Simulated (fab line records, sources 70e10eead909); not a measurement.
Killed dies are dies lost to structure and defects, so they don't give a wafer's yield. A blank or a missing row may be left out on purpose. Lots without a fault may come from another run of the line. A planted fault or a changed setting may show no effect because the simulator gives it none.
Chamber matching | flow nand_harc | NHARC_A_WL_FILL_ALD_02 on ald_metal-03: 4 sister chambers
The step deposits TiN, target thk 2 nm, pulse time 3 s, ald cycles 100. 4 wafers are shown with their chamber, then 7 later ones without.

WAFERS WITH THEIR CHAMBER
wafer  | chamber | heater_power_w (W)
L079.5 | 1       | 1025
L081.2 | 2       | 1152
L083.3 | 0       | 1091
L083.5 | 3       | 1227

WAFERS WITHOUT THEIR CHAMBER
wafer  | heater_power_w (W)
L083.6 | 1074
L086.1 | 1084
L086.2 | 1260
L086.6 | 1119
L096.1 | 1109
L096.4 | 1286
L096.5 | 1055

WHICH CHAMBER EACH WENT THROUGH
wafer  | from the rows above          | in truth
L083.6 | can't be placed: 0 or 1 or 2 | 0
L086.1 | can't be placed: 0 or 1 or 2 | 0
L086.2 | 3                            | 3
L086.6 | can't be placed: 0 or 2      | 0
L096.1 | can't be placed: 0 or 2      | 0
L096.4 | 3                            | 3
L096.5 | can't be placed: 1 or 0      | 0
Placed correctly: 2 of 7. Can't be placed from these rows: 5 (the true chamber is among the candidates in 5). Placed wrongly: 0.
How it was worked out, from the rows above alone: a wafer's distance from a chamber is the root of the sum, over the readings, of the square of ((its reading less the chamber's mean) divided by the reading's scatter). The wafer belongs to the nearest chamber; if the next one is less than 2 further off, it can't be placed. A chamber's mean is the mean of its shown wafers. The scatter: with one shown wafer a chamber, the root of the mean of the squares of how far each hidden wafer lies from its nearest shown one.
